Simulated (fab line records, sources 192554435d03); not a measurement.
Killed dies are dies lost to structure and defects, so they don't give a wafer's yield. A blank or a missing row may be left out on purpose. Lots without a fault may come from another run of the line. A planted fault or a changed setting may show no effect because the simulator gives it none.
One fault seen from 2 desks | flow n5_finfet | each desk has only its own numbers; what lay behind them comes last

THE METROLOGY DESK
What the gauges read, lot by lot, whatever tool the lot ran on: means of the sampled wafers that have a number. A lot is out of limits, marked OUT, if its mean lies more than 4 standard deviations from the usual mean; the brackets give that distance. Of its 10 readings 7 are shown: those that lie furthest out on some lot.
Columns: A = DIBL_N at N5_BEOL_M4_RC_MEAS_101, usual 36.2 mV/V; B = DIBL_P at N5_BEOL_M4_RC_MEAS_101, usual 36.2 mV/V; C = IOFF_N at N5_BEOL_M4_RC_MEAS_101, usual 0.16 nA/um; D = IOFF_P at N5_BEOL_M4_RC_MEAS_101, usual 0.21 nA/um; E = ION_P at N5_BEOL_M4_RC_MEAS_101, usual 462 uA/um; F = SS_N at N5_BEOL_M4_RC_MEAS_101, usual 71.4 mV/dec; G = VT_P at N5_BEOL_M4_RC_MEAS_101, usual -251 mV
lot  | first seen here | A    | B    | C    | D    | E   | F    | G
L501 | day 7 23:04     | 36.9 | 38.1 | 0.17 | 0.22 | 462 | 71.7 | -251
L504 | day 8 10:20     | 34.8 | 34.7 | 0.14 | 0.20 | 461 | 70.8 | -251
L506 | day 9 04:38     | 35.4 | 36.6 | 0.15 | 0.19 | 450 | 71.5 | -253
L518 | day 12 17:25    | 34.5 | 34.0 | 0.12 | 0.16 | 454 | 71.0 | -255
L523 | day 13 17:56    | 36.3 | 37.3 | 0.17 | 0.18 | 452 | 71.6 | -256
This desk's finding: nothing out of limits on any of the 5 lots.

THE TOOL OWNER'S DESK: rie_metal-01
The tool's own readings at N5_GATE_CUT_VAPOR_ETCH_49 (etches TiAlC in BCl3/Cl2): means of the sampled wafers that have a number, for each lot that ran on this tool. A lot is out of limits, marked OUT, if its mean lies more than 4 standard deviations from the usual mean; the brackets give that distance.
Columns: A = drypump_motor_current_A at N5_GATE_CUT_VAPOR_ETCH_49, usual 5.7 A; B = oes_product_au at N5_GATE_CUT_VAPOR_ETCH_49, usual 0.85 a.u.
lot  | first seen here | A   | B
L504 | day 5 12:01     | 6.0 | 0.80
L506 | day 6 00:40     | 6.1 | 0.63
This desk's finding: nothing out of limits on any of the 2 lots.

PUT TOGETHER
The metrology desk saw nothing out of limits.
The tool owner's desk saw nothing out of limits.

WHAT THE SIMULATOR HAD PUT IN
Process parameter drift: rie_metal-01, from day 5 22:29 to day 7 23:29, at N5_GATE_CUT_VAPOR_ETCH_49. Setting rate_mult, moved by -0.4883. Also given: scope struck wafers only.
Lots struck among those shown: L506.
